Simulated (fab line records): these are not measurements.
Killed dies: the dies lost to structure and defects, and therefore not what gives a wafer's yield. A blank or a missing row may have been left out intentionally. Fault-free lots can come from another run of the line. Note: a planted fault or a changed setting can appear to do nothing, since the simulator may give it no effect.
A lot that was struck, set against a sound lot ; flow n5-finfet ; 37 out of 1938 route steps
Sound: wafers L854.1, L854.3, L854.5. Wafers L850.1, L850.3, L850.4 were the ones struck. Last of all comes the cause.
Order at every step that has rows: each side's tool, ch and its chambers, its first start. Under that, the readings that differ: sound wafers ; struck wafers ; difference of the means ; sigmas: that difference in standard deviations of wafers without a fault.
alike: words and numbers the same on both sides, and readings whose means are apart by under 2 such deviations; not compared: readings that were withheld, readings missing a value for some wafer, numbers with overlapping values and no deviation given by the record, and bounds like >300 which may hide the same value.
A row with sigmas, a row that says differs or no value, or rows on one side alone: a step with any of these is where the two part. Numbers that don't overlap but have no deviation are shown without sigmas and don't part them. A reading that every wafer of one side lacks parts them only if that side has two wafers or more.

first, 9 steps without rows for these wafers: N5_BEOL_M4_ANNEAL_95 (time 240 s); N5_BEOL_M4_SPUTTER_96 (material Cu, target thk 4.5 nm, time 8.29 s); N5_BEOL_M4_ECD_50 (material Cu, target thk 300 nm); N5_BEOL_M4_ANNEAL_51 (time 90 s); N5_BEOL_M4_CMP_52 (polishes, stops on SiOC, t overpolish 6.8 s, target thk 40 nm); N5_BEOL_M4_PRE_CLEAN_60 (time 15 s); N5_BEOL_M4_CO_CAP_55 (material Co, precursor CCTBA/H2, target thk 2 nm, time 102.1 s); N5_BEOL_M4_PRE_CLEAN_56 (time 15 s); N5_BEOL_M4_DEP_57 (deposits SiCN from 3MS/NH3, target thk 8 nm, time 14 s).
N5_BEOL_M4_RC_MEAS_101:
  sound on prober-02 ch 0, day 12 20:23; struck on prober-02 ch 0, day 11 12:16
  alike: DIBL_N, DIBL_P, IOFF_N, IOFF_P, ION_N, ION_P, SS_N, SS_P, VT_N, VT_P
then, 24 steps without rows for these wafers: N5_BEOL_M5_ILD_DEP_00 (deposits SiCOH lowk from DEMS/porogen, target thk 140.64 nm, time 25.9 s); N5_BEOL_M5_CURE_79 (cures SiCOH lowk, time 240 s); N5_BEOL_M5_PECVD_70 (deposits SiO2 from TEOS/O2, target thk 16 nm, time 18 s); N5_BEOL_M5_HM_DEP_02 (deposits TiN, target thk 20 nm); N5_BEOL_M5_COAT_59 (time 60 s, resist thk 60 nm); N5_BEOL_M5_COAT_60 (time 60 s, resist thk 12 nm); N5_BEOL_M5_COAT_71 (time 60 s, resist thk 5 nm); N5_BEOL_M5_COAT_05 (resist thk 30 nm); N5_BEOL_M5_EBR_07; N5_BEOL_M5_SOFTBAKE_06 (time 60 s); N5_BEOL_M5_EXPOSE_08 (exposes mask M5, target cd 28 nm); N5_BEOL_M5_PEB_09 (peb time 60 s); N5_BEOL_M5_DEVELOP_10 (develop time 30 s); N5_BEOL_M5_DESCUM_16 (chemistry O2, time 7 s); N5_BEOL_M5_ETCH_72 (etches underlayer in N2/H2, target depth 6.5 nm, time 5.2 s); N5_BEOL_M5_ETCH_61 (etches SiARC in CF4, target depth 15.6 nm, time 26 s); N5_BEOL_M5_ETCH_62 (etches SOC in N2/H2, target depth 75 nm, overetch 15 nm, time 112.5 s); N5_BEOL_M5_STRIP_63 (strips in N2/H2); N5_BEOL_M5_STRIP_73 (strips in N2/H2); N5_BEOL_M5_STRIP_64 (strips in CF4); N5_BEOL_M5_HM_OPEN_17 (chemistry Cl2/BCl3, target TiN, target depth 20 nm, overetch 6 nm); N5_BEOL_M5_STRIP_19 (strips in O2); N5_BEOL_M5_COAT_65 (time 60 s, resist thk 60 nm); N5_BEOL_M5_COAT_66 (time 60 s, resist thk 12 nm).
N5_BEOL_M7_ALD_77: deposits TaN, target thk 2 nm, pulse time 2 s, purge time 3 s.
  sound on ald-metal-02 ch 0,1,3, day 13 23:45; struck on ald-metal-02 ch 0,2,3, day 12 19:42
  no value came back on the struck wafers for ald-cycles, chamber-pressure-Torr (Torr), heater-power-w (W); on the sound wafers ald-cycles reads 40 40 40
  not compared: since-wet-clean-h
N5_BEOL_M7_CMP_52: polishes, stops on SiCOH lowk, t overpolish 6.9 s, target thk 80 nm.
  sound on cmp-03 ch 0,2, day 14 01:51; struck on cmp-03 ch 0,1,2, day 12 20:53
reading;sound;struck;difference;sigmas
barrier-field-endpoint-s (s);29.8 30.2 29.1;27.1 26.2 25.7;-3.4;-3
  alike: motor-current-A, slurry-filter-dp-kPa
-- here the record skips 3 days between the struck wafers' starts before and after, leaving off in module BEOL_M7 and picking up in module PASSIVATION (first step shown: number 1936 of the route) --
N5_PASSIVATION_PROBE_49:
  struck on prober-02, day 16 03:59; sound on prober-02, day 17 03:25
reading;sound;struck;difference;sigmas
defect-limited-yield (%);91.4 90.5 90.3;0 0 0;-91;-57
killed_at_M4_up;11 9 12;1077 1071 1088;+1068;+99 or more
killed-at-other;10 9 11;1 0 1;-9;-3
killed-dies;101 112 115;1180 1180 1180;+1071;+59
killed-on-rim;10 14 14;152 152 152;+139;+34
sort_bin_4_leakage (%);0 0 0;90.59 89.58 91.44;+90.54;
sort-n-pass;1079 1068 1065;0 0 0;-1071;-56
sort-yield-pct (%);91.4 90.5 90.3;0 0 0;-91;-57
  alike: killed_at_M0_to_M3, killed-at-contacts, killed-at-front-end, killed-open, killed-short, sort_bin_5_function, sort_bin_6_memory

== WHERE THEY PART ==
Earliest at N5_BEOL_M7_ALD_77; latest, in this record, at N5_PASSIVATION_PROBE_49.

WHY: what had been put in by the simulator
Step skipped in full: ald-metal-02, at N5_BEOL_M7_ALD_77, from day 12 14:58 onward. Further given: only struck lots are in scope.
